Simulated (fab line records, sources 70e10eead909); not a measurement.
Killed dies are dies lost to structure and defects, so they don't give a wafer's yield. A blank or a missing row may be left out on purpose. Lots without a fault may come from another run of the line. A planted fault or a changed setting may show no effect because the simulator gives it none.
Problem report in the 8D (eight disciplines) form, filled by code | flow nand_harc | the parts of the form that need people (team, actions taken, sign-off) are left out

1. THE PROBLEM
raw_defect_count at NHARC_A_CHANNEL_HOLE_D1_INSPECT_40 reads a mean of 324 on 9 wafers of 3 lots; wafers without a fault read 61 with a standard deviation of 18. That is +15 standard deviations from the usual mean.
First seen on wafer L811.2, day 12 11:44, on defect_inspect-02. The record holds 33 wafers of 11 lots with a number at this step. Rule for "out", or "out of limits": more than 4 standard deviations from the usual mean. The other wafers with a number count as sound.

2. WHAT IT IS AND WHAT IT IS NOT
question                    | is                     | is not
which readings at this step | raw_defect_count       | -
which lots                  | L811, L813, L817       | L797, L798, L799, L803, L804, L805, L809, L812
which wafers of those lots  | all that have a number | -
read on which gauges        | defect_inspect-02      | defect_inspect-01
when                        | from day 12 11:44      | up to then (24 sound wafers)

3. SUSPECTS, AND WHAT RULES EACH OUT
Counting: a tool at a process step up to the reading stays a suspect if it ran every lot that is out and no sound lot after the first of them.
- the gauge at NHARC_A_CHANNEL_HOLE_D1_INSPECT_40: kept. All the wafers that are out were read on defect_inspect-02, and no step on other tools shows them out.
- har_etch-02 at NHARC_A_CHANNEL_HOLE_D1_ETCH_22 (etches the open film in C4F8/O2/Ar, time 666.7 s, target depth 1600 nm): kept. It ran every lot that is out, first L811 (day 12 06:59), and no sound lot after that; its last sound lot up to then is L809 (day 11 22:33).
- har_etch-02 at NHARC_A_CHANNEL_HOLE_D1_ETCH_23 (etches the open film in C4F8/O2/Ar, time 819 s, target depth 1600 nm): kept. It ran every lot that is out, first L811 (day 12 07:34), and no sound lot after that; its last sound lot up to then is L809 (day 11 23:10).
Left after counting: har_etch-02 at NHARC_A_CHANNEL_HOLE_D1_ETCH_22, har_etch-02 at NHARC_A_CHANNEL_HOLE_D1_ETCH_23, defect_inspect-02 at NHARC_A_CHANNEL_HOLE_D1_INSPECT_40.

4. THE CAUSE (what the simulator had put in)
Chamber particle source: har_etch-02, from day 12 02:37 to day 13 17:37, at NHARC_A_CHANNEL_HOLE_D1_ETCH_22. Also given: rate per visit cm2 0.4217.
Counting left 3 suspects, and this tool is among them.

5. THE CHAIN OF EFFECTS, in route order
Each row: a reading whose mean over the struck wafers that have a number lies more than 3 standard deviations from the usual. Only readings for which the record gives a usual standard deviation are gone through. hours: the time from each lot's start at the first step in this table that gives one to its start at this step, as a median over the lots. sigmas: the change in usual standard deviations.
hours | step                               | reading          | usual | on struck wafers | change | sigmas
0     | NHARC_A_CHANNEL_HOLE_D1_INSPECT_40 | raw_defect_count | 61    | 324              | +263   | +15
297   | NHARC_END_SORT_01                  | killed_at_array  | 28    | 67               | +39    | +4.3
297   | NHARC_END_SORT_01                  | killed_dies      | 32    | 73               | +41    | +4.5

6. WHAT WOULD HAVE CAUGHT IT SOONER
In this record the first reading out of limits at a measuring or inspecting step was taken at day 12 11:44, 9 hours after the fault began at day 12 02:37.
Of the tool readings at NHARC_A_CHANNEL_HOLE_D1_ETCH_22 for which the record gives a usual standard deviation, none was out on any struck wafer, so an alarm limit of 4 standard deviations on them would not have fired.
Of the lots that are out (3), L813, L817 began NHARC_A_CHANNEL_HOLE_D1_ETCH_22 on har_etch-02 after day 12 11:44. A hold on the tool at that time would have spared those 2.
